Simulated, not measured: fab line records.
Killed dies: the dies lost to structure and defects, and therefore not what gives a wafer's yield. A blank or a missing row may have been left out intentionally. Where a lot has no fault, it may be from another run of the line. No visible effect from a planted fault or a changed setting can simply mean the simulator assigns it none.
fab line records | flow nandHarc
record lots=6 wafers=18 lastDay=34
route steps=1302 shown THIN_TSV@1246
lots that met no fault: from a run of the same line without faults
startH: the number of hours between the record's first day and the start of the first shown wafer of the lot | waitH: hours elapsed since this lot's preceding step | " repeats the value in the row above | L1.1+2: one row covering several wafers at once | - either no value or no given start | * or withheld: withheld | < > ~ a bound
route shown NAME@n: a module of which the file shows steps, and the number in the route of the first | usual: average and standard deviation across the fault-free wafers | same: alike in all rows | chamber/n: place in a boat | sites: readings site by site | _std_site: standard deviation across them | _edge_site: the outer-site mean with the inner-site mean subtracted | radiusMm: for every site, how far away it sits from the centre of the wafer | mask NAME#n: copy n | behind: the last tool/chamber to shape the wafer | hold: the reason the lot was held/the length of the hold in hours/how it ended | device: transistor that didn't switch, given as n, p or np | end of line: tests of these same wafers at the route's end | step lacking rows: just its recipe | killed: dies lost to structure and defects at the first sort, not the wafer's yield | map: a wafer's dies, x killed, . not, _ none there
set.NAME: the setting as run; set.NAME@STEP: as run at that earlier step | model.NAME: the simulator's own value behind a step, which no gauge read
lots at selected steps of the route; one table per step, one row per wafer
services: a tool's chamber out of use, with start hour (startH, from the record's first day; less than 0 if before it), hours out, and reason
## steps
# step NHARC_THIN_TSV_THK_MEAS_02
# recipe thkMeasGauge=ir
# usual thkNm=3025/190
# columns lot.wafer tool chamber startH waitH thkNm
L175.3 filmMetro-02 - 603.47 - 3058
L175.5 " - " " 3260
L175.6 " - " " 3182
L178.1 filmMetro-01 - 629.14 - 2877
L178.5 " - " " 2944
L178.6 " - " " 2959
L184.1 filmMetro-02 - 698.93 - 3018
L184.4 " - " " 2900
L184.6 " - " " 2854
L185.1 filmMetro-02 - 700.22 0.2 2667
L185.3 " - " " 3285
L185.6 " - " " 3079
L191.1 filmMetro-02 - 759.67 - 2751
L191.2 " - " " 2767
L191.3 " - " " 2950
L193.1 filmMetro-01 - 786.09 0.2 3373
L193.2 " - " " 3131
L193.6 " - " " 3035
# step NHARC_THIN_TSV_SRD_03
# step NHARC_THIN_TSV_PRECLEAN_41
# recipe timeS=* tempC=50 bathAgeMin=0 chemistry=SC1
# step NHARC_THIN_TSV_SRD_42
# step NHARC_THIN_TSV_DEP_43
# recipe targetThkA=13285 tempC=withheld pressureTorr=6.5 rfW=900 teosFlowSccm=161.4 flowSccm=2650 targetThkNm=1328.5 gas=O2 material=SiO2
# usual rfFwdPowerW=898/3.2 throttleValvePct=16.0/0.53
# columns lot.wafer tool chamber startH waitH rfFwdPowerW throttleValvePct
L175.3 pecvd-04 2 603.78 - 897 17.3
L175.6 " 2 " " 898 17.0
L175.5 " 0 " " 897 16.0
L178.1 pecvd-03 0 629.36 - 898 16.0
L178.5 " 0 " " 899 16.1
L178.6 " 1 " " 897 15.5
L184.1 pecvd-04 2 699.17 - 900 16.9
L184.4 " 2 " " 903 17.1
L184.6 " 0 " " 897 16.1
L185.3 pecvd-04 0 700.44 - 898 15.7
L185.1 " 2 " " 899 16.7
L185.6 " 1 " " 896 16.2
L191.2 pecvd-04 1 759.89 - 899 16.6
L191.1 " 2 " " 896 17.0
L191.3 " 0 " " 901 16.2
L193.2 pecvd-04 1 786.31 - 902 16.7
L193.1 " 2 " " 901 16.9
L193.6 " 0 " " 901 16.2
# step NHARC_THIN_TSV_DEHYDRATE_04
# recipe tempC=150 timeS=120
# step NHARC_THIN_TSV_HMDS_05
# recipe timeS=30
# step NHARC_THIN_TSV_COAT_06
# recipe spinRpm=*
# step NHARC_THIN_TSV_SOFTBAKE_07
# recipe tempC=122 timeS=95
# step NHARC_THIN_TSV_EBR_08
# step NHARC_THIN_TSV_EXPOSE_09
# recipe na=0.55 doseMj=30.7 maskId=TSV
# step NHARC_THIN_TSV_PEB_10
# recipe pebTempC=118 pebTimeS=85
# step NHARC_THIN_TSV_DEVELOP_11
# recipe timeS=70
# usual chillPlateTempC=23.01/0.1 exhaustPa=44.9/0.91
# columns lot.wafer tool chamber startH waitH chillPlateTempC exhaustPa
L175.3 lithoTrack-03 0 604 - 23.03 43.4
L175.5 " 0 " " 23.06 45.9
L175.6 " 0 " " 22.99 44.7
L178.1 lithoTrack-05 0 630 - 23.04 44.5
L178.5 " 0 " " 23.04 44.4
L178.6 " 0 " " 23.06 45.0
L184.1 lithoTrack-03 - 699 - - -
L184.4 " - " " - -
L184.6 " - " " - -
L185.1 lithoTrack-03 - 701 - - -
L185.3 " - " " - -
L185.6 " - " " - -
L191.1 lithoTrack-02 0 760 - 23.01 44.9
L191.2 " 0 " " 22.98 44.4
L191.3 " 0 " " 22.84 45.3
L193.1 lithoTrack-05 0 786 - 22.94 45.4
L193.2 " 0 " " 23.02 44.8
L193.6 " 0 " " 22.91 45.9
## services
# columns tool chamber startH hours kind
pecvd-04 0 592.27 8.6 repair
lithoTrack-03 - 606.80 - consumableReplace:filter
lithoTrack-03 - 625.00 7.0 pm
pecvd-04 - 631.00 13.0 pm
pecvd-04 0 631.00 13.0 ventCycle
pecvd-04 1 631.00 13.0 ventCycle
pecvd-04 2 631.00 13.0 ventCycle
pecvd-04 0 644.00 - clean
pecvd-04 1 644.00 - clean
pecvd-04 2 644.00 - clean
pecvd-04 - 647.20 0.6 repair
lithoTrack-05 - 649.03 7.0 pm
pecvd-04 - 692.07 1.7 repair
pecvd-03 - 729.54 13.0 pm
pecvd-03 0 729.54 13.0 ventCycle
pecvd-03 1 729.54 13.0 ventCycle
pecvd-03 2 729.54 13.0 ventCycle
pecvd-03 0 742.54 - clean
pecvd-03 1 742.54 - clean
pecvd-03 2 742.54 - clean
pecvd-04 - 751.15 0.8 repair
lithoTrack-02 - 752.01 7.0 pm
pecvd-04 - 770.94 3.4 repair
## key
firstSign step=NHARC_THIN_TSV_DEVELOP_11 reading=toolRecord direction=missing
effect none on later readings
metAt NHARC_THIN_TSV_DEVELOP_11
struckWafers L184.1,L184.4,L184.6,L185.1,L185.3,L185.6
laterRowsLeftOut L184.1,L184.4,L184.6,L185.1,L185.3,L185.6
sortLeftOut L184.1,L184.4,L184.6,L185.1,L185.3,L185.6
onsetBetween 604 699
fault kind=skippedStepWhole tool=lithoTrack-03 chamber=- onsetH=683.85 steps=NHARC_THIN_TSV_DEVELOP_11 scope=struckLotsOnly
# sortLeftOut: the simulated sort isn't trusted on such a fault, so these wafers' sort isn't shown, and their yield isn't known
# laterRowsLeftOut: the simulator's readings of these wafers behind a module that went badly wrong aren't trusted and aren't shown, but for the sort
